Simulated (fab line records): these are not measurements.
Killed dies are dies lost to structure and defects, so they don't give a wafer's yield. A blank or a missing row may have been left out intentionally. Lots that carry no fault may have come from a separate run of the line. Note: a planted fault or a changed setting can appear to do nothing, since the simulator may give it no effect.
A struck lot beside a sound one + flow nand harc + 15 steps out of a route of 1159
Sound: wafers L626.1, L626.2, L626.5. Struck: wafer L634.6 (L634.3, L634.5, from the same lot, were not struck and are left out); the cause is given at the end.
Each step with rows lists, per side, the tool, then ch with its chambers, then its first start. Under that, the readings that differ: sound wafers + struck wafers + difference of the means + sigmas: that difference in standard deviations of wafers without a fault.
alike: readings with means less than 2 such deviations apart, plus words and numbers identical on both sides. not compared: withheld readings, readings lacking a value on some wafer, bounds such as >300 that could conceal the same value, and numbers that have no deviation in the record and whose values overlap.
A row with sigmas, a row that says differs or no value, or rows on one side alone: a step with any of these is where the two part. Non-overlapping numbers with no deviation appear without sigmas and do not part them. A reading that every wafer of one side lacks parts them only if that side has two wafers or more.

first, 7 steps without rows for these wafers: NHARC_A_BLC_COAT_03 (time 65 s); NHARC_A_BLC_COAT_04 (resist thk 90 nm); NHARC_A_BLC_SOFTBAKE_05 (time 55 s); NHARC_A_BLC_EBR_06; NHARC_A_BLC_EXPOSE_07 (exposes mask A BLC, target cd 100 nm); NHARC_A_BLC_PEB_08 (peb time 65 s); NHARC_A_BLC_DEVELOP_09 (develop time 35 s).
NHARC_A_BLC_CD_MEAS_10: target cd 100 nm.
  sound on cd sem-01 ch 0, day 18 01:32; struck on cd sem-02 ch 0, day 20 15:13
  alike: cd nm
NHARC_A_BLC_OVL_MEAS_11:
  sound: overlay-01 at day 18 01:38; struck: overlay-01 at day 20 15:18
| reading           | sound       | struck | difference | sigmas |
|-------------------|-------------|--------|------------|--------|
| overlay x nm (nm) | 0.8 1.1 1.4 | -1.5   | -2.6       | -3     |
  alike: overlay y nm
NHARC_A_BLC_INSPECT_12:
  sound: defect inspect-01 at day 18 01:40; struck: defect inspect-01 at day 20 15:20
  alike: raw defect count
NHARC_A_BLC_DESCUM_15: chemistry O2, time 3 s.
  sound on rie diel-08 ch 1,2, day 18 01:44; struck on rie diel-03 ch 2, day 20 15:25
  alike: drypump motor current A, mfc ar sccm, oes product au, rf vpp V, showerhead plenum p Torr, throttle valve pct
  not compared: rf hours counter h
NHARC_A_BLC_ETCH_16: etches the open film in CF4, target depth 39 nm, time 65 s.
  sound on rie diel-08 ch 0,2, day 18 01:50; struck on rie diel-03 ch 1, day 20 15:30
  alike: drypump motor current A, mfc ar sccm, oes product au, rf vpp V, showerhead plenum p Torr, throttle valve pct
  not compared: rf hours counter h
NHARC_A_BLC_ETCH_17: etches the open film in N2/H2, target depth 390 nm, time 609.38 s.
  sound on rie diel-08 ch 0,1, day 18 02:02; struck on rie diel-03 ch 0, day 20 15:40
| reading               | sound             | struck | difference | sigmas |
|-----------------------|-------------------|--------|------------|--------|
| oes product au (a.u.) | 1.000 1.003 0.998 | 0.861  | -0.139     | -14    |
  alike: drypump motor current A, mfc ar sccm, rf vpp V, showerhead plenum p Torr, throttle valve pct
  not compared: rf hours counter h
NHARC_A_BLC_ETCH_18: etches the open film in C4F8/O2/Ar, target depth 910 nm.
  sound: rie diel-08 ch 0,1,2; struck: rie diel-03 ch 3
  alike: oes product au, rf vpp V
  not compared: rf hours counter h
-- break in the record here, with 2 days between the starts of the struck wafers on either side (left off in module A_BLC, picked up again in module END, where the first step shown is number 1159 on the route) --
NHARC_END_SORT_01:
  sound on prober-02 ch 0, day 20 02:19; struck on prober-01 ch 0, day 22 15:50
| reading         | sound    | struck | difference | sigmas |
|-----------------|----------|--------|------------|--------|
| killed at array | 30 33 36 | 523    | +490       | +49    |
| killed dies     | 33 34 40 | 527    | +491       | +45    |
  alike: killed at other, killed at periphery, killed open, killed short

## WHERE THEY PART
At NHARC_A_BLC_OVL_MEAS_11 first; at NHARC_END_SORT_01 last (within this record only).

WHY: what had been put in by the simulator
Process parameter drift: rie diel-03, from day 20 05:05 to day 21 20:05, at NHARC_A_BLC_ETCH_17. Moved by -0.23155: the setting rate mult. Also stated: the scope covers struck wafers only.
